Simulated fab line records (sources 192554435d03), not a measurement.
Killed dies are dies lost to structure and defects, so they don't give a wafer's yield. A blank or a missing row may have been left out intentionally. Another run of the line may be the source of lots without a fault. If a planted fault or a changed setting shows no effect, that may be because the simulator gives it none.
Split-lot study | flow n5_finfet | route with 1938 steps; 7 lots, 21 wafers read

== SPLIT DETAILS ==
At N5_BEOL_M10_ETCH_41 (etches SiCN in CH3F/O2, target depth 42.6 nm, time 86 s), the setting source_w was moved away from the recipe's 395 W on 7 of the 21 wafers read, by -17.8% to -7.4%. All remaining wafers had this setting at the recipe value.

Reading taken at the split's own step.

== THE READING ==
rf_vpp_V, in V, at N5_BEOL_M10_ETCH_41 (etches SiCN in CH3F/O2, target depth 42.6 nm, time 86 s). A value of 298.0 V with a standard deviation of 1.5 V is what fault-free wafers of this fab line usually give.

wafer  | tool, chamber at the split | source_w as run, W | against the recipe | rf_vpp_V, V | against lot-mates on the recipe
L077.3 | rie_diel-05, 2             | 353.2              | -10.6%             | 309.2       | +9.4
L077.4 | rie_diel-05, 1             | 395                | recipe             | 299.8       | -
L077.5 | rie_diel-05, 2             | 353.2              | -10.6%             | 309.3       | +9.5
L079.1 | rie_diel-05, 0             | 395                | recipe             | 299.5       | -
L079.3 | rie_diel-05, 2             | 329.5              | -16.6%             | 317.7       | +19.2
L079.5 | rie_diel-05, 2             | 395                | recipe             | 297.4       | -
L080.2 | rie_diel-05, 2             | 365.8              | -7.4%              | 305.0       | +5.0
L080.5 | rie_diel-05, 0             | 395                | recipe             | 300.0       | -
L080.6 | rie_diel-05, 3             | 365.8              | -7.4%              | 305.3       | +5.3
L085.1 | rie_diel-04, 1             | 395                | recipe             | 298.5       | -
L085.5 | rie_diel-04, 2             | 395                | recipe             | 299.4       | -
L085.6 | rie_diel-04, 1             | 324.7              | -17.8%             | 318.5       | +19.6
L088.2 | rie_diel-05, 2             | 325.5              | -17.6%             | 317.0       | +20.1
L088.3 | rie_diel-05, 3             | 395                | recipe             | 295.9       | -
L088.6 | rie_diel-05, 1             | 395                | recipe             | 298.0       | -
L092.1 | rie_diel-04, 0             | 395                | recipe             | 296.8       | -
L092.2 | rie_diel-04, 3             | 395                | recipe             | 296.9       | -
L092.3 | rie_diel-04, 2             | 395                | recipe             | 297.5       | -
L095.1 | rie_diel-06, 3             | 395                | recipe             | 300.5       | -
L095.3 | rie_diel-06, 2             | 395                | recipe             | 294.1       | -
L095.6 | rie_diel-06, 3             | 395                | recipe             | 300.5       | -

THE FIT
A straight line over all 21 wafers: rf_vpp_V changes by -1.1 V for each +1% of source_w; r = -0.98; the points scatter about the line by 1.7 V.
The same after taking each lot's own level away (the mean of its wafers on the recipe; 21 wafers): -1.07 V for each +1%; r = -0.97; scatter 1.7 V.
The reading moves by 19 V for the largest change in source_w, on that fit.
Across the lots, their own levels run from 296.95 to 300.00 V, a range of 2.0 times the standard deviation given above.
Consequently the slope shifts little with the lot-to-lot level, the two slopes agreeing.
Check: with one of the wafers moved furthest among these (-17.8%) left out of the fit, the line predicts +18.5 V for it against its lot-mates. It came out at +19.6 V against them.
Tool readings at the split's step, against how far the setting was moved: rf_vpp_V r = -0.98.

== THESE WAFERS: OTHER SPLITS ==
Other splits were also applied to these wafers ahead of the reading. Each is held against what the fit with the lots' levels taken away leaves over:
other split on the same wafers | wafers away from the commonest value | r with rf_vpp_V (lot level and that fit taken away)
N5_BEOL_M8_EXPOSE_25 dose_mj   | 5                                    | -0.12
N5_BEOL_M8_ETCH_65 source_w    | 5                                    | -0.38
N5_BEOL_M9_ETCH_62 time_s      | 6                                    | +0.37
N5_BEOL_M9_COAT_22 spin_rpm    | 7                                    | -0.24

== THE WHOLE CHAIN: every reading that the file lists as answering this split, in the file's order ==
step                | what it does                                            | reading                                                        | change (the file's fit)               | r (the file's)
N5_BEOL_M10_ETCH_41 | etches SiCN in CH3F/O2, target depth 42.6 nm, time 86 s | rf_vpp_V                                                       | -1.08 V for each +1% of the setting   | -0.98
N5_BEOL_M10_ETCH_41 | etches SiCN in CH3F/O2, target depth 42.6 nm, time 86 s | etch.depth_nm (the simulator's own value, which no gauge read) | +0.114 nm for each +1% of the setting | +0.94

== FILE'S OWN FIT ==
rf_vpp_V changes by -1.08 V for each +1% of source_w, r = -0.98.
